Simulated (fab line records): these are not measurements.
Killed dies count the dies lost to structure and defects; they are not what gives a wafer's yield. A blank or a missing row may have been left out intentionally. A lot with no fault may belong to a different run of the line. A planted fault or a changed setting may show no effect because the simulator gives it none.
Chamber matching	flow n5-finfet	N5_BEOL_M7_ETCH_62 on rie-diel-06 has 4 sister chambers
The step etches SOC in N2/H2, target depth 110 nm, overetch 22 nm, time 165 s. 4 wafers are shown with their chamber, then 11 later ones without.

== WAFERS, EACH WITH ITS CHAMBER ==
wafer	chamber	showerhead-plenum-p-Torr (Torr)
L084.1	2	2.62
L089.2	1	2.39
L089.5	0	2.47
L090.2	3	2.41

== WAFERS WITH NO CHAMBER GIVEN ==
wafer	showerhead-plenum-p-Torr (Torr)
L090.4	2.39
L090.6	2.47
L093.2	2.70
L093.4	2.47
L093.6	2.62
L095.2	2.41
L095.5	2.62
L095.6	2.41
L096.2	2.47
L096.5	2.47
L096.6	2.41

== THE CHAMBER EACH PASSED THROUGH ==
wafer	from the rows above	in truth
L090.4	can't be placed: 1 or 3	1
L090.6	0	0
L093.2	2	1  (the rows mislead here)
L093.4	0	0
L093.6	2	2
L095.2	can't be placed: 3 or 1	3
L095.5	2	2
L095.6	can't be placed: 3 or 1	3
L096.2	0	0
L096.5	0	0
L096.6	can't be placed: 3 or 1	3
6 of 11 placed correctly. These rows do not allow placing 4 (true chamber among the candidates in 4). Placed wrongly: 1.
How it was worked out, from the rows above alone: a wafer's distance from a chamber is the root of the sum, over the readings, of the square of ((its reading less the chamber's mean) divided by the reading's scatter). The wafer belongs to the nearest chamber; if the next one is less than 2 further off, it can't be placed. Each chamber's mean is taken over the wafers shown for it. The scatter: with one shown wafer a chamber, the root of the mean of the squares of how far each hidden wafer lies from its nearest shown one.
